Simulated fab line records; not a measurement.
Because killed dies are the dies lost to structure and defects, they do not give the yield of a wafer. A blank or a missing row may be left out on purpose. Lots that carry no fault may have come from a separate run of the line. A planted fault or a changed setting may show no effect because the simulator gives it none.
Which of the tools did it? / flow n5Finfet / 30 wafers from 10 lots sampled at 2 of the route's 1938 steps

== WHAT EACH GAUGE READ, for each wafer ==
N5_WELL_APT_OVL_MEAS_26.
lot=L710; measured=day 1 20:58; on=overlay-02; PWELL_OVL (nm)=2 1 -3
lot=L711; measured=day 2 02:52; on=overlay-02; PWELL_OVL (nm)=10 5 11
lot=L712; measured=day 2 09:11; on=overlay-02; PWELL_OVL (nm)=3 -4 2
lot=L713; measured=day 2 14:53; on=overlay-02; PWELL_OVL (nm)=4 2 -4
lot=L714; measured=day 2 21:07; on=overlay-01; PWELL_OVL (nm)=10 4 3
lot=L722; measured=day 4 21:50; on=overlay-01; PWELL_OVL (nm)=54 60 60
lot=L723; measured=day 5 02:47; on=overlay-02; PWELL_OVL (nm)=54 50 55
lot=L725; measured=day 5 15:11; on=overlay-01; PWELL_OVL (nm)=6 5 6
lot=L728; measured=day 6 08:43; on=overlay-02; PWELL_OVL (nm)=-5 -8 -6
lot=L731; measured=day 7 03:25; on=overlay-01; PWELL_OVL (nm)=-2 3 -3

== TOOL THAT RAN EACH LOT (tool first, then ch and the chambers of the sampled wafers, then the start) ==
lot=L710; N5_WELL_APT_EXPOSE_22=krfScanner-02 ch 0, day 1 20:46
lot=L711; N5_WELL_APT_EXPOSE_22=krfScanner-02 ch 0, day 2 02:40
lot=L712; N5_WELL_APT_EXPOSE_22=krfScanner-02 ch 0, day 2 09:00
lot=L713; N5_WELL_APT_EXPOSE_22=krfScanner-02 ch 0, day 2 14:41
lot=L714; N5_WELL_APT_EXPOSE_22=krfScanner-02 ch 0, day 2 20:55
lot=L722; N5_WELL_APT_EXPOSE_22=krfScanner-02 ch 0, day 4 21:38
lot=L723; N5_WELL_APT_EXPOSE_22=krfScanner-02 ch 0, day 5 02:36
lot=L725; N5_WELL_APT_EXPOSE_22=krfScanner-01 ch 0, day 5 14:59
lot=L728; N5_WELL_APT_EXPOSE_22=krfScanner-01 ch 0, day 6 08:31
lot=L731; N5_WELL_APT_EXPOSE_22=krfScanner-01 ch 0, day 7 03:13
- N5_WELL_APT_EXPOSE_22: exposes mask PWELL, defocus 0 nm, target cd 200 nm.

== THE ANSWER, worked out from the rows above alone ==
Rule: usual is defined by the lots themselves. Put in order of their means at a reading, lots are off if they are a third of the lots or fewer, leave a main group of 4 or more, and stand apart from it by a gap of 3 or more times the standard deviation of the main group's means; of several such gaps the widest counts. A main group whose means are all the same, to the digits that the tables above print for the reading, isn't used. A lot without any number at a reading at which 4 lots or more have one is off too. The other lots that the step has rows for count as sound.
Off: at N5_WELL_APT_OVL_MEAS_26 (PWELL_OVL), L722, L723. Mean 2 nm and standard deviation 4.4 in the main group.
If a tool, at a process step before that reading, ran all the lots that are off and no sound lot after the first of them, it fits. Gauges at N5_WELL_APT_OVL_MEAS_26: tried the same way as those tools. One candidate fits, namely krfScanner-02 at N5_WELL_APT_EXPOSE_22. Its last sound lot is L714 (day 2 20:55), its first lot that is off L722 (day 4 21:38): a fault that began between those two fits.

== WHAT THE SIMULATOR PUT IN ==
Scanner matching overlay: krfScanner-02, from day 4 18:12 on, at N5_WELL_APT_EXPOSE_22. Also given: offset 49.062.
Struck lots among those shown: L722, L723. The rule above reached the same finding.
